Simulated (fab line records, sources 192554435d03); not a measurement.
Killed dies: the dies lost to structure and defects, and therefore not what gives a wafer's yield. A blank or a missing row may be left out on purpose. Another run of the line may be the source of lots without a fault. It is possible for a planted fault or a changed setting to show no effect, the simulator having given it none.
Matching of chambers | flow n5Finfet | N5_BEOL_M5_ILD_DEP_00 on pecvd-01: 3 sister chambers
The step deposits SiCOH lowk from DEMS/porogen, target thk 140.64 nm, time 25.9 s. 16 wafers are shown with their chamber, then 8 later ones without.

WAFERS WITH THEIR CHAMBER
wafer  | chamber | throttleValvePct (%) | heaterPowerW (W) | showerheadPlenumPTorr (Torr)
L076.1 | 2       | 14.7                 | 214              | 5.736
L076.5 | 2       | 14.6                 | 221              | 5.738
L076.6 | 1       | 14.8                 | 284              | 5.744
L079.3 | 0       | 13.0                 | 219              | 5.740
L079.4 | 0       | 13.1                 | 227              | 5.745
L079.6 | 1       | 15.0                 | 282              | 5.764
L081.1 | 1       | 14.9                 | 282              | 5.738
L081.3 | 0       | 13.3                 | 252              | 5.735
L081.6 | 2       | 14.6                 | 218              | 5.745
L084.1 | 1       | 15.0                 | 279              | 5.749
L084.2 | 0       | 13.2                 | 206              | 5.734
L084.5 | 2       | 14.7                 | 226              | 5.755
L083.1 | 2       | 14.8                 | 233              | 5.730
L083.3 | 0       | 13.4                 | 245              | 5.726
L083.5 | 1       | 15.1                 | 239              | 5.756
L088.1 | 1       | 15.0                 | 266              | 5.744

SIGNATURES (averages over the wafers above)
reading               | chamber 0 | chamber 1 | chamber 2 | scatter within a chamber
throttleValvePct      | 13.200    | 14.967    | 14.680    | 0.118
heaterPowerW          | 229.80    | 272.00    | 222.40    | 15.6
showerheadPlenumPTorr | 5.73600   | 5.74917   | 5.74080   | 0.00883
Rule: a wafer lies at a distance from a chamber equal to the root of the sum of squares, over the readings, of (its reading less the chamber's mean, divided by the reading's scatter). The wafer belongs to the nearest chamber; if the next one is less than 2 further off, it can't be placed. The scatter: the root of (the sum of the squares of (reading less its chamber's mean) over the shown wafers, divided by (wafers less chambers)).

WAFERS WITH NO CHAMBER GIVEN
wafer  | throttleValvePct (%) | heaterPowerW (W) | showerheadPlenumPTorr (Torr)
L088.2 | 14.9                 | 205              | 5.740
L088.5 | 14.9                 | 269              | 5.747
L089.1 | 13.5                 | 218              | 5.727
L089.2 | 14.8                 | 210              | 5.746
L089.5 | 14.6                 | 210              | 5.754
L091.3 | 13.2                 | 203              | 5.728
L091.4 | 13.0                 | 209              | 5.739
L091.5 | 14.9                 | 273              | 5.742

CHAMBER TAKEN BY EACH
wafer  | from the rows above | in truth
L088.2 | 2                   | 2
L088.5 | 1                   | 1
L089.1 | 0                   | 0
L089.2 | 2                   | 2
L089.5 | 2                   | 2
L091.3 | 0                   | 0
L091.4 | 0                   | 0
L091.5 | 1                   | 1
Placed correctly: 8 of 8. Left unplaced by these rows: 0. Placed wrongly: 0.
